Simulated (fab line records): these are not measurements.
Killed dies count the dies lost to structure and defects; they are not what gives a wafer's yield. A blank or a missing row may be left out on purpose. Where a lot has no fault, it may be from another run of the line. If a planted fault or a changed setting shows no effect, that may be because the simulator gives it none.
Which tool did it? / flow nand-harc / 7 lots, 21 wafers sampled, at 2 steps of a route of 1302

## WHAT THE GAUGES SHOWED, per wafer
NHARC_A_ONON_D1_THK_MEAS_05: measures by ellipsometry.
lot=L177; measured=day 8 10:54; on=film-metro-02; thk-nm (nm)=994 992 992
lot=L184; measured=day 11 13:22; on=film-metro-01; thk-nm (nm)=1096 1096 1095
lot=L188; measured=day 13 03:51; on=film-metro-02; thk-nm (nm)=1000 1002 1001
lot=L191; measured=day 14 17:13; on=film-metro-01; thk-nm (nm)=981 984 984
lot=L193; measured=day 15 04:59; on=film-metro-01; thk-nm (nm)=1012 1013 1011
lot=L195; measured=day 16 10:01; on=film-metro-01; thk-nm (nm)=999 1003 1003
lot=L197; measured=day 16 22:10; on=film-metro-01; thk-nm (nm)=1002 1003 1004

## WHICH TOOL RAN EACH LOT (tool, then ch and the chambers of the sampled wafers, then the start)
lot=L177; NHARC_A_ONON_D1_DEP_03=pecvd-onon-04 ch 0, day 8 10:23
lot=L184; NHARC_A_ONON_D1_DEP_03=pecvd-onon-04 ch 0, day 11 12:52
lot=L188; NHARC_A_ONON_D1_DEP_03=pecvd-onon-03 ch 0, day 13 03:24
lot=L191; NHARC_A_ONON_D1_DEP_03=pecvd-onon-03 ch 0, day 14 16:44
lot=L193; NHARC_A_ONON_D1_DEP_03=pecvd-onon-02 ch 0, day 15 04:35
lot=L195; NHARC_A_ONON_D1_DEP_03=pecvd-onon-04 ch 0, day 16 09:41
lot=L197; NHARC_A_ONON_D1_DEP_03=pecvd-onon-04 ch 0, day 16 21:40
- NHARC_A_ONON_D1_DEP_03: target thk 1000 nm.

## THE ANSWER, worked out from the rows above alone
Rule: what is usual is taken from the lots themselves. The widest of any qualifying gaps counts: lots, ordered by their means at a reading, are off when they make up no more than a third of the lots, leave a main group of 4 or more, and stand apart from it by 3 or more times the standard deviation of that group's means. A main group whose means are all the same, to the digits that the tables above print for the reading, isn't used. Also off: a lot with no number at a reading for which 4 or more lots have one. Any other lot the step has rows for is counted as sound.
Off, at NHARC_A_ONON_D1_THK_MEAS_05 on thk-nm: L184. Main group: mean 999 nm, sd 9.1.
A tool fits if, at a process step before that reading, it ran every lot that is off, and no sound lot after the first of them. The gauges at NHARC_A_ONON_D1_THK_MEAS_05 are tried like those tools. No candidate that was tried fits.

## WHAT THE SIMULATOR HAD PUT IN
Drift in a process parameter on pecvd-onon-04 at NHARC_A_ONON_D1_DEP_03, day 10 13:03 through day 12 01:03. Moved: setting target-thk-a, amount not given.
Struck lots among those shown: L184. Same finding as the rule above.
